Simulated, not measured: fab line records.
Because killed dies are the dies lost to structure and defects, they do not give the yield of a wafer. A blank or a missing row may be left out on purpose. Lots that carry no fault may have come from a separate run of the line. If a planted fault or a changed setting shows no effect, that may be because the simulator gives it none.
A lot that was struck, set against a sound lot | flow n5_finfet | 29 steps out of a route of 1938
Sound: wafers L173.2, L173.5, L173.6. Struck: wafer L178.4. (L178.1, L178.6 of the same lot were not struck and are left out.) The cause comes at the end.
For every step that has rows: the tool of each side, followed by ch and its chambers, followed by its first start. Under that, the readings that differ: sound wafers | struck wafers | difference of the means | sigmas: that difference in standard deviations of wafers without a fault.
alike: same words and numbers on both sides, and readings whose means sit less than 2 such deviations apart. not compared: any withheld reading, any reading some wafer has no value for, any bound like >300 that may hide the same value, and any number with overlapping values for which the record gives no deviation.
Wherever a step has rows on one side only, a row that says differs or no value, or a row with sigmas, the two part there. Numbers that have no deviation but don't overlap get no sigmas and don't part them. Lack of a reading on every wafer of one side parts them only where that side has two or more wafers.

first, 9 steps without rows for these wafers: N5_SD_EPI_P_EXPOSE_06 (exposes mask SD P BLK, target cd 240 nm); N5_SD_EPI_P_PEB_07 (peb time 60 s); N5_SD_EPI_P_DEVELOP_08 (develop time 30 s); N5_SD_EPI_P_DESCUM_14 (chemistry O2, time 7.9 s); N5_SD_EPI_P_ETCH_36 (etches SiARC in CF4, target depth 45.5 nm, time 75.8 s); N5_SD_EPI_P_ETCH_37 (etches SOC in N2/H2, overetch 108 nm, time 486 s); N5_SD_EPI_P_STRIP_38 (strips in N2/H2); N5_SD_EPI_P_ETCHBACK_46 (etches SiNx in CH3F/O2, stops on SiO2, target depth 17.5 nm); N5_SD_EPI_P_ETCH_47 (etches SiOCN in CH3F/O2, target depth 25 nm).
N5_SD_EPI_P_ETCH_16: etches SiO2 in CHF3/O2, target depth 5 nm.
  sound on rie_diel-04 ch 0,3, day 5 17:34; struck on rie_diel-04 ch 1, day 7 06:56
  reading                | sound             | struck | difference | sigmas
  oes_o_777_au (a.u.)    | 1.03 0.71 1.03    | 0.72   | -0.20      | -3
  oes_product_au (a.u.)  | 1.01 0.69 1.01    | 0.70   | -0.20      | -3
  throttle_valve_pct (%) | 18.58 18.97 18.59 | 19.12  | +0.41      | +2
  alike: bias_w, chamber_pressure_mTorr, drypump_motor_current_A, rf_vpp_V, showerhead_plenum_p_Torr
  not compared: rf_hours_counter_h
then, 15 steps without rows for these wafers: N5_SD_EPI_P_STRIP_50 (strips in CHF3/O2); N5_SD_EPI_P_SD_RECESS_17 (chemistry HBr/Cl2/O2, target depth 39.1 nm, bt time 3 s); N5_SD_EPI_P_WET_ETCH_45 (etches SiO2 in dHF, time 10.7 s, target depth 2 nm, rinse time 30 s); N5_SD_EPI_P_STRIP_40 (strips in N2/H2); N5_SD_EPI_P_PRECLEAN_52 (cleans in O3/DIW, time 60 s); N5_SD_EPI_P_SRD_20 (time 30 s); N5_SD_EPI_P_PRECLEAN_51 (cleans in NF3:NH3, afs cycles 1, time 20 s, sublimation time 60 s); N5_SD_EPI_P_VAPOR_ETCH_44 (etches SiGe30 in NF3/Ar, time 3.3 s); N5_SD_EPI_P_EPI_21 (deposits SiGe:B, time 355 s); N5_SD_EPI_P_HM_STRIP_48 (strips SiNx in H3PO4, material SiNx, target depth 3 nm); N5_SD_EPI_P_SRD_49 (time 30 s); N5_SD_EPI_P_PRECLEAN_24 (cleans in O3/DIW, time 45 s); N5_SD_EPI_P_PRECLEAN_32 (cleans in dHF, time 10 s); N5_SD_EPI_P_PRECLEAN_33 (cleans in SC2, time 45 s); N5_SD_EPI_P_SRD_25 (time 30 s).
N5_SD_EPI_P_INSPECT_26: inspects for defects (darkfield).
  sound on defect_inspect-02 at day 5 20:40; struck on defect_inspect-02 at day 7 10:53
  reading          | sound       | struck | difference | sigmas
  raw_defect_count | 134 150 162 | 1429   | +1280      | +39
then, 1 step without rows for these wafers: N5_SD_ACTIVATION_RTA_00 (time 0 s).
-- the record jumps here: 6 days lie between the struck wafers' starts before and after (it left off in module SD_ACTIVATION and takes up again in module BEOL_M4, whose first step shown is number 1111 of the route) --
N5_BEOL_M4_RC_MEAS_101:
  sound on prober-02 ch 0, day 13 03:47; struck on prober-02 ch 0, day 13 21:53
  reading        | sound             | struck | difference | sigmas
  IOFF_N (nA/um) | 0.135 0.123 0.142 | 0.193  | +0.060     | +2
  IOFF_P (nA/um) | 0.18 0.17 0.18    | 0.28   | +0.10      | +3
  VT_N (mV)      | 250.7 254.9 251.5 | 244.9  | -7.5       | -2
  VT_P (mV)      | -253 -255 -254    | -244   | +10        | +3
  alike: DIBL_N, DIBL_P, ION_N, ION_P, SS_N, SS_P
-- a jump in the record: the struck wafers' starts before and after are 4 days apart (it breaks off in module BEOL_M4 and resumes in module PASSIVATION, where the first step shown is number 1936 of the route) --
N5_PASSIVATION_PROBE_49:
  only the struck wafers here have rows in the record (prober-01, day 18 09:30); the sound ones have none

== WHERE THEY PART ==
At N5_SD_EPI_P_ETCH_16 first; at N5_PASSIVATION_PROBE_49 last (within this record only).

WHY: whatever the simulator had introduced
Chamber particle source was rie_diel-04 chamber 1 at N5_SD_EPI_P_ETCH_16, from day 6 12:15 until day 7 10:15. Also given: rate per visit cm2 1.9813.
